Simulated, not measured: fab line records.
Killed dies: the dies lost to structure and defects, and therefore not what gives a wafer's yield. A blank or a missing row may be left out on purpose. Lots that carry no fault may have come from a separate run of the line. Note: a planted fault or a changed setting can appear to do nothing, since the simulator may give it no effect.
Lot-split experiment ; flow n5-finfet ; 21 wafers read across 7 lots, on a route 1938 steps long

ABOUT THE SPLIT
At N5_BEOL_M7_EXPOSE_25 (exposes mask V6, target cd 40 nm), the setting dose-mj was moved away from the recipe's 42.5 on 9 of the 21 wafers read, by -5.6% to +6.5%. This setting was run at the recipe's value on the other wafers.

FROM THE SPLIT TO THE READING: what the file shows between them, 2 steps
- N5_BEOL_M7_PEB_26: peb time 60 s
- N5_BEOL_M7_DEVELOP_27: develop time 30 s

THE READING
cd-nm (nm) at N5_BEOL_M7_CD_MEAS_28, where the cd target is 40 nm. Typical for fault-free wafers on this fab line: 40.03 nm, with standard deviation 0.25 nm.

wafer;tool, chamber at the split;dose-mj as run;against the recipe;cd-nm, nm;against lot-mates on the recipe
L074.2;euv-scanner-02, 0;42.5;recipe;39.67;-
L074.3;euv-scanner-02, 0;40.1;-5.6%;38.63;-1.04
L074.6;euv-scanner-02, 0;40.1;-5.6%;38.31;-1.36
L076.1;euv-scanner-02, 0;42.5;recipe;39.81;-
L076.4;euv-scanner-02, 0;45.25;+6.5%;41.45;+1.64
L076.5;euv-scanner-02, 0;45.25;+6.5%;41.58;+1.77
L079.3;euv-scanner-02, 0;42.5;recipe;39.81;-
L079.4;euv-scanner-02, 0;43.97;+3.5%;40.06;+0.25
L079.5;euv-scanner-02, 0;43.97;+3.5%;40.56;+0.75
L087.3;euv-scanner-02, 0;45.07;+6.0%;41.44;no lot-mate on the recipe
L087.4;euv-scanner-02, 0;45.07;+6.0%;41.04;no lot-mate on the recipe
L087.6;euv-scanner-02, 0;45.07;+6.0%;41.43;no lot-mate on the recipe
L094.4;euv-scanner-02, 0;42.5;recipe;40.16;-
L094.5;euv-scanner-02, 0;42.5;recipe;39.74;-
L094.6;euv-scanner-02, 0;42.5;recipe;40.10;-
L092.4;euv-scanner-01, 0;42.5;recipe;40.38;-
L092.5;euv-scanner-01, 0;42.5;recipe;40.25;-
L092.6;euv-scanner-01, 0;42.5;recipe;40.10;-
L097.3;euv-scanner-02, 0;42.5;recipe;40.40;-
L097.5;euv-scanner-02, 0;42.5;recipe;40.13;-
L097.6;euv-scanner-02, 0;42.5;recipe;39.93;-

THE FIT
A straight line over all 21 wafers: cd-nm changes by +0.228 nm for each +1% of dose-mj; r = +0.95; the points scatter about the line by 0.28 nm.
The same after taking each lot's own level away (the mean of its wafers on the recipe; 18 wafers): +0.228 nm for each +1%; r = +0.96; scatter 0.21 nm.
According to that fit, moving dose-mj by its largest amount changes the reading by 1.5 nm.
Measured against the standard deviation above, the lots' own levels, which go from 39.670 to 40.243 nm, span 2.3 times it.
The two slopes are in agreement: the lot-to-lot level therefore moves the slope only a little.
Check: for one of the wafers moved furthest among these (+6.5%), held out of the fit, the line's prediction against its lot-mates is +1.42 nm. It came out at +1.64 nm against them.

THE WHOLE CHAIN: every reading that the file lists as answering this split, in the file's order
step;what it does;reading;change (the file's fit);r (the file's)
N5_BEOL_M7_CD_MEAS_28;target cd 40 nm;cd-nm;+0.228 nm for each +1% of the setting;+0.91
N5_BEOL_M7_DESCUM_33;chemistry O2, time 7 s;BEOL_M7.cd-nm (the simulator's own value, which no gauge read);+0.249 nm for each +1% of the setting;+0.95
N5_BEOL_M7_ETCH_72;etches underlayer in N2/H2, target depth 6.5 nm, time 5.2 s;BEOL_M7.cd-nm (the simulator's own value, which no gauge read);+0.262 nm for each +1% of the setting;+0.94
N5_BEOL_M7_ETCH_65;etches SiARC in CF4, target depth 15.6 nm, time 26 s;BEOL_M7.cd-nm (the simulator's own value, which no gauge read);+0.241 nm for each +1% of the setting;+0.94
N5_BEOL_M7_ETCH_66;etches SOC in N2/H2, target depth 80 nm, overetch 16 nm, time 120 s;BEOL_M7.cd-nm (the simulator's own value, which no gauge read);+0.206 nm for each +1% of the setting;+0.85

FILE'S OWN FIT
cd-nm changes by +0.228 nm for each +1% of dose-mj, r = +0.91.
